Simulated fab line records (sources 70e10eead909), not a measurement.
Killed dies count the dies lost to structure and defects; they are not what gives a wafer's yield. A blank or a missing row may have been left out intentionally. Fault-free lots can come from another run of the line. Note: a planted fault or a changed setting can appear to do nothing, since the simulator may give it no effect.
Struck lot and sound lot, side by side || flow nand harc || 14 out of 1159 route steps
Sound: these wafers, L708.1, L708.2, L708.5. Struck: wafers L699.3, L699.4, L699.5. The cause comes at the end.
For every step that has rows: the tool of each side, followed by ch and its chambers, followed by its first start. Under that, the readings that differ: sound wafers || struck wafers || difference of the means || sigmas: that difference in standard deviations of wafers without a fault.
alike: same words and numbers on both sides, and readings whose means sit less than 2 such deviations apart. not compared: any withheld reading, any reading some wafer has no value for, any bound like >300 that may hide the same value, and any number with overlapping values for which the record gives no deviation.
Wherever a step has rows on one side only, a row that says differs or no value, or a row with sigmas, the two part there. Numbers that don't overlap but have no deviation are shown without sigmas and don't part them. Lack of a reading on every wafer of one side parts them only where that side has two or more wafers.

NHARC_A_STAIRCASE_HM_OPEN_463: chemistry O2/COS.
  sound on rie diel-01 ch 1,2,3; struck on rie diel-12 ch 1,2,3
  alike: bias w, drypump motor current A, oes product au, rf vpp V, showerhead plenum p Torr, throttle valve pct
  not compared: rf hours counter h
then, 2 steps without rows for these wafers: NHARC_A_STAIRCASE_STRIP_464 (strips in O2/COS); NHARC_A_STAIRCASE_ETCH_453 (etches the open film in CF4/O2, target depth 30 nm, overetch 3 nm, time 16.5 s).
NHARC_A_STAIRCASE_ETCH_315: etches the open film in C4F8/O2/Ar, target depth 2500 nm, time 607.1 s.
  sound on rie diel-01 ch 2,3; struck on rie diel-12 ch 0,1,2
  alike: bias w, oes product au, rf vpp V
  not compared: rf hours counter h
then, 4 steps without rows for these wafers: NHARC_A_STAIRCASE_STRIP_316 (strips in O2); NHARC_A_STAIRCASE_STRIP_317 (strips in SPM, time 900 s); NHARC_A_STAIRCASE_PRECLEAN_318 (cleans in SC1); NHARC_A_STAIRCASE_SRD_329.
NHARC_A_STAIRCASE_ALD_415: deposits SiO2, target thk 30 nm, pulse time 6 s, ald cycles 300.
  sound on ald hk-02 ch 1,2,3, day 16 07:47; struck on ald hk-02 ch 2,3, day 14 03:40
  alike: heater power w, precursor pulse height rel
NHARC_A_STAIRCASE_ETCHBACK_416: etches the open film in C4F8/O2/Ar, target depth 36 nm, time 7.2 s.
  sound on rie diel-01 ch 0,2,3; struck on rie diel-12 ch 1,3
  alike: bias w, oes product au, rf vpp V
  not compared: rf hours counter h
NHARC_A_STAIRCASE_STRIP_476: strips in O2, time 20 s.
  sound on rie diel-01 ch 0,2, day 16 09:58; struck on rie diel-12 ch 1,3, day 14 05:40
{"reading": "showerhead plenum p Torr (Torr)", "sound": "3.80 3.79 3.80", "struck": "3.41 3.31 3.31", "difference": -0.45, "sigmas": -2}
  alike: drypump motor current A, oes product au, rf vpp V, throttle valve pct
  not compared: rf hours counter h
NHARC_A_STAIRCASE_DEP_417: deposits Si3N4, target thk 60 nm.
  sound on pecvd-01 ch 0,1,2, day 16 10:04; struck on pecvd-04 ch 0,2, day 14 05:50
  no value came back on the struck wafers for heater power outer w (W), heater power w (W); on the sound wafers heater power outer w (W) reads 384 434 434
then, 1 step without rows for these wafers: NHARC_A_STAIRCASE_WET_418 (chemistry H3PO4, target depth 20 nm).
-- the record jumps here: 8 days lie between the struck wafers' starts before and after (it left off in module A_STAIRCASE and takes up again in module END, whose first step shown is number 1159 of the route) --
NHARC_END_SORT_01:
  sound on prober-02 ch 0, day 23 22:04; struck on prober-01 ch 0, day 21 17:55
{"reading": "killed at array", "sound": "22 20 16", "struck": "673 672 675", "difference": "+654", "sigmas": "+67"}
{"reading": "killed dies", "sound": "30 24 21", "struck": "677 677 677", "difference": "+652", "sigmas": "+67"}
  alike: killed at other, killed at periphery, killed open, killed short

== WHERE THEY PART ==
Earliest at NHARC_A_STAIRCASE_STRIP_476; latest, in this record, at NHARC_END_SORT_01.

WHY: the cause the simulator had injected
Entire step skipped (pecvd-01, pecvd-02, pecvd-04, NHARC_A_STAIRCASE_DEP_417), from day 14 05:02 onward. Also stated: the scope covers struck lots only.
